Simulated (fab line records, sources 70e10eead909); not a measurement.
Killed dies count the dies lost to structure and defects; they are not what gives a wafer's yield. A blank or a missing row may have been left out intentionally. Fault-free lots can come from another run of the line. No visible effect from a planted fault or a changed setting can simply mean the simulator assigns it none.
Chamber matching    flow nandHarc    cmp-01 running NHARC_P_CONTACT_CMP_24: 4 sister chambers
The step polishes, t overpolish 30 s, target thk 200 nm. 16 wafers are shown with their chamber, then 8 later ones without.

WAFERS WITH THEIR CHAMBER
wafer   chamber  motorCurrentA (A)  overpolishRunS (s)  timeToEndpointS (s)
L074.1  2        10.7               29.997              39.3
L074.3  1        10.0               29.993              42.3
L074.4  0        11.1               30.000              35.2
L077.1  0        11.9               29.998              41.1
L077.2  3        10.0               29.995              40.4
L077.3  2        10.3               29.999              41.4
L078.4  0        12.1               29.982              39.5
L078.5  2        11.1               29.995              40.4
L078.6  1        10.1               29.999              39.7
L083.3  3        9.9                29.999              36.5
L083.5  0        11.8               30.009              37.6
L083.6  3        10.0               29.997              36.6
L089.1  1        10.1               29.993              45.0
L089.2  0        11.5               30.004              43.2
L089.6  0        11.7               30.015              45.3
L091.1  3        10.3               29.984              43.6

SIGNATURES, as means of the wafers listed above
reading          chamber 0  chamber 1  chamber 2  chamber 3  scatter within a chamber
motorCurrentA    11.683     10.067     10.700     10.050     0.292
overpolishRunS   30.00133   29.99500   29.99700   29.99375   0.0082
timeToEndpointS  40.317     42.333     40.367     39.275     3.15
Rule: distance of a wafer from a chamber = root of the sum over the readings of ((wafer's reading minus chamber's mean) / reading's scatter) squared. If the next closest chamber is less than 2 further off than the closest, the wafer can't be placed; otherwise it belongs to the closest. How the scatter is found: for the shown wafers, subtract from each reading the mean of its chamber, square and add these, divide the total by (wafers less chambers), then take the root.

WAFERS WITH NO CHAMBER GIVEN
wafer   motorCurrentA (A)  overpolishRunS (s)  timeToEndpointS (s)
L091.3  11.9               29.996              45.6
L091.4  9.9                30.008              43.3
L096.1  11.3               29.994              36.2
L096.3  9.8                29.995              39.2
L096.6  10.2               30.013              39.2
L097.1  10.5               29.987              44.3
L097.4  11.1               29.984              41.4
L097.5  11.9               30.013              39.7

WHICH CHAMBER EACH ONE RAN IN
wafer   from the rows above                in truth
L091.3  0                                  0
L091.4  can't be placed: 1 or 3 or 2       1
L096.1  can't be placed: 0 or 2            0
L096.3  can't be placed: 3 or 1            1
L096.6  can't be placed: 3 or 1 or 2       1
L097.1  can't be placed: 2 or 1 or 3       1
L097.4  can't be placed: 2 or 0 or 1 or 3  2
L097.5  0                                  0
Correct placement for 2 of the 8. From these rows, 6 cannot be placed; in 6 the true chamber is one of the candidates. Placed wrongly: 0.
